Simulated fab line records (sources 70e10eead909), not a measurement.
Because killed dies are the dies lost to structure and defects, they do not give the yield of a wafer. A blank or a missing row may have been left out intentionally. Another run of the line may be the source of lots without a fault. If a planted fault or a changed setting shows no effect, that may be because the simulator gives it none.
Which of the tools did it?    flow nandHarc    13 lots, 39 wafers sampled, at 5 steps of a route of 1159

WHAT THE GAUGES READ, wafer by wafer
NHARC_END_SORT_01. Usual: defectLimitedYield 95.3 %, standard deviation 1.3; killedAtArray 28, standard deviation 9.1; killedAtOther 0.6, standard deviation 0.87; killedAtPeriphery 3.4, standard deviation 2.7; killedDies 32, standard deviation 9; killedOpen 3.2, standard deviation 1.9; killedShort 2.0, standard deviation 1.3; sort_bin_2_pct 1.5 %, standard deviation 0.57; sort_bin_3_pct 0.26 %, standard deviation 0.22; sort_bin_4_pct 2.9 %, standard deviation 0.91; sortNPass 645, standard deviation 9; sortRimYieldPct 93 %, standard deviation 3.3; sortYieldPct 95.3 %, standard deviation 1.3.
lot   measured      on         defectLimitedYield (%)  killedAtArray  killedAtOther  killedAtPeriphery  killedDies  killedOpen  killedShort  sort_bin_2_pct (%)  sort_bin_3_pct (%)  sort_bin_4_pct (%)  sortNPass    sortRimYieldPct (%)  sortYieldPct (%)  flag
L996  day 19 09:19  prober-01  97.3 96.2 96.5          13 20 17       2 1 1          3 5 6              18 26 24    3 8 6       3 3 1        1.0 1.3 1.2         0.30 0 0.30         1.3 2.5 2.1         659 651 653  93 94 92             97.3 96.2 96.5    
L105  day 23 06:07  prober-02  0.1 95.3 95.7           675 28 26      1 0 0          0 4 3              676 32 29   0 1 1       3 2 4        97.5 1.2 1.3        0.15 0.15 0.15      2.2 3.4 2.8         1 645 648    1 94 94              0.1 95.3 95.7     OFF
L109  day 22 13:37  prober-02  95.6 95.0 95.4          28 29 26       1 0 0          1 5 5              30 34 31    2 3 5       1 2 2        1.2 0.9 1.6         0.30 0.30 0         3.0 3.8 3.0         647 643 646  95 96 93             95.6 95.0 95.4    
L106  day 23 15:31  prober-02  0.1 94.2 94.2           676 36 38      0 0 0          0 3 1              676 39 39   3 7 3       1 1 1        94.4 2.1 1.3        0.44 0.59 0.15      5.0 3.1 4.3         1 638 638    1 90 92              0.1 94.2 94.2     OFF
L111  day 23 22:34  prober-02  94.2 94.1 93.2          37 40 39       0 0 0          2 0 7              39 40 46    4 1 7       3 0 0        2.2 1.8 1.6         0.44 0.30 0.44      3.1 3.8 4.7         638 637 631  87 94 88             94.2 94.1 93.2    
L110  day 24 05:35  prober-02  95.6 95.7 96.0          22 18 14       1 2 3          7 9 10             30 29 27    3 1 2       3 3 2        1.0 0.7 1.3         0.74 0.15 0.15      2.7 3.4 2.5         647 648 650  95 94 97             95.6 95.7 96.0    

TOOL THAT RAN EACH LOT (tool first, then ch and the chambers of the sampled wafers, then the start)
lot   NHARC_A_M0_DEP_00                NHARC_A_BONDPAD_PVD_27                  NHARC_THIN_TSV_PRE_CLEAN_50             NHARC_THIN_TSV_ANNEAL_52
L997  pecvd-02 ch 0,1,2, day 17 14:09  pvdSputter-02, day 18 19:38 or earlier  pvdSputter-01, day 18 19:38 or earlier  rtpAnneal-01 ch 0, day 18 19:38
L996  pecvd-01 ch 0,2, day 17 17:25    pvdSputter-03, day 18 21:01 or earlier  pvdSputter-03, day 18 21:01 or earlier  rtpAnneal-02 ch 0, day 18 21:01
L998  pecvd-04 ch 0,1,2, day 18 02:55  pvdSputter-03, day 19 09:04 or earlier  pvdSputter-01, day 19 09:04 or earlier  rtpAnneal-02 ch 0, day 19 09:04
L100  pecvd-01 ch 1,2, day 18 07:38    pvdSputter-03, day 19 13:40 or earlier  pvdSputter-02, day 19 13:40 or earlier  rtpAnneal-01 ch 0, day 19 13:40
L105  pecvd-01 ch 0,1,2, day 20 10:34  pvdSputter-01, day 21 19:21 or earlier  pvdSputter-03, day 21 19:21 or earlier  rtpAnneal-02 ch 0, day 21 19:21
L109  pecvd-02 ch 0,2, day 20 11:04    pvdSputter-03, day 21 17:58 or earlier  pvdSputter-03, day 21 17:58 or earlier  rtpAnneal-02 ch 0, day 21 17:58
L106  pecvd-01 ch 0,1,2, day 20 11:35  pvdSputter-03, day 21 21:56 or earlier  pvdSputter-01, day 21 21:56 or earlier  rtpAnneal-02 ch 0, day 21 21:56
L111  pecvd-02 ch 0,1, day 21 04:17    pvdSputter-03, day 22 10:18 or earlier  pvdSputter-02, day 22 10:18 or earlier  rtpAnneal-02 ch 0, day 22 10:18
L110  pecvd-02 ch 1,2, day 21 10:27    pvdSputter-02, day 22 19:23 or earlier  pvdSputter-03, day 22 19:23 or earlier  rtpAnneal-01 ch 0, day 22 19:23
L108  pecvd-04 ch 0,1,2, day 21 10:54  pvdSputter-03, day 22 22:08 or earlier  pvdSputter-03, day 22 22:08 or earlier  rtpAnneal-02 ch 0, day 22 22:08
L116  pecvd-04 ch 1,2, day 22 14:17    pvdSputter-01, day 23 19:56 or earlier  pvdSputter-01, day 23 19:56 or earlier  rtpAnneal-02 ch 0, day 23 19:56
L117  pecvd-01 ch 0,1,2, day 23 02:35  pvdSputter-01, day 24 07:31 or earlier  pvdSputter-01, day 24 07:31 or earlier  rtpAnneal-02 ch 0, day 24 07:31
L118  pecvd-01 ch 0,1,2, day 23 08:13  pvdSputter-03, day 24 15:37 or earlier  pvdSputter-02, day 24 15:37 or earlier  rtpAnneal-02 ch 0, day 24 15:37
- NHARC_A_M0_DEP_00: deposits SiOC, target thk 150 nm.
- NHARC_A_BONDPAD_PVD_27: deposits Cu, target thk 30 nm, time 20.49 s.
- NHARC_THIN_TSV_PRE_CLEAN_50: time 30 s.
- NHARC_THIN_TSV_ANNEAL_52: time 90 s.

WHAT THE TOOLS THEMSELVES READ (means of the sampled wafers that have a number; where no wafer has one, the mark that the record gives instead)
NHARC_A_BONDPAD_PVD_27. Usual: throttleValvePct at 29.7 %, with a standard deviation of 0.86.
lot   tool           throttleValvePct (%)  flag
L997  pvdSputter-02  30.5                  
L996  pvdSputter-03  28.9                  
L998  pvdSputter-03  29.5                  
L100  pvdSputter-03  29.3                  
L105  pvdSputter-01  29.6                  
L109  pvdSputter-03  29.9                  
L106  pvdSputter-03  30.0                  
L111  pvdSputter-03  29.8                  
L110  pvdSputter-02  30.6                  
L108  pvdSputter-03  29.7                  
L116  pvdSputter-01  29.9                  
L117  pvdSputter-01  29.1                  
L118  pvdSputter-03  29.8                  

NHARC_THIN_TSV_PRE_CLEAN_50. Usual: heaterPowerW 430 W, standard deviation 48; susceptorTempC 280.01 C, standard deviation 0.19.
lot   tool           heaterPowerW (W)  susceptorTempC (C)  flag
L997  pvdSputter-01  413               -                   OFF
L996  pvdSputter-03  451               280.06              
L998  pvdSputter-01  414               280.10              
L100  pvdSputter-02  429               279.91              
L105  pvdSputter-03  438               280.17              
L109  pvdSputter-03  432               280.08              
L106  pvdSputter-01  436               279.94              
L111  pvdSputter-02  352               280.12              
L110  pvdSputter-03  419               280.05              
L108  pvdSputter-03  472               280.08              
L116  pvdSputter-01  422               280.23              
L117  pvdSputter-01  410               279.84              
L118  pvdSputter-02  446               280.04              

NHARC_THIN_TSV_ANNEAL_52. Usual: wafer_temp_C_max at 226.2, with a standard deviation of 0.37.
lot   tool          wafer_temp_C_max  flag
L997  rtpAnneal-01  225.8             
L996  rtpAnneal-02  226.5             
L998  rtpAnneal-02  226.5             
L100  rtpAnneal-01  226.0             
L105  rtpAnneal-02  226.6             
L109  rtpAnneal-02  226.7             
L106  rtpAnneal-02  226.3             
L111  rtpAnneal-02  226.3             
L110  rtpAnneal-01  225.8             
L108  rtpAnneal-02  226.1             
L116  rtpAnneal-02  227.0             
L117  rtpAnneal-02  226.2             
L118  rtpAnneal-02  226.2             

THE ANSWER, worked out from the rows above alone
Rule: a lot is off if the mean of its wafers that have a number lies more than 3 standard deviations from the usual mean. Also off: a lot with no number at a reading for which 4 or more lots have one. Where the step has rows for the other lots, those lots are counted as sound. First the gauges in route order, then the tools' own readings, where a lot's mean is used as printed above. At the first step where some lot is off, the reading lying furthest off is the one used; lots without a number count as furthest.
Off: L105, L106, at NHARC_END_SORT_01 (sort_bin_2_pct). Neither off nor sound, because the step has no rows for them: L997, L998, L100, L108, L116, L117, L118.
If a tool, at a process step before that reading, ran all the lots that are off and no sound lot after the first of them, it fits. Those tools and the gauges at NHARC_END_SORT_01 are tried in the same way. NHARC_A_BONDPAD_PVD_27 gives no start for some lots, so the hours and the order of its lots are those of NHARC_THIN_TSV_ANNEAL_52. NHARC_THIN_TSV_PRE_CLEAN_50 gives no start for some lots, so the hours and the order of its lots are those of NHARC_THIN_TSV_ANNEAL_52. One fits: NHARC_A_M0_DEP_00 on pecvd-01. A fault onset in the window from L996 (day 17 17:25, its last sound lot) to L105 (day 20 10:34, its first lot off) fits.

WHAT WAS PUT IN BY THE SIMULATOR
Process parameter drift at NHARC_A_M0_DEP_00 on pecvd-01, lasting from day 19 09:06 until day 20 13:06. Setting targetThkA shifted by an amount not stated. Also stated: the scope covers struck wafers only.
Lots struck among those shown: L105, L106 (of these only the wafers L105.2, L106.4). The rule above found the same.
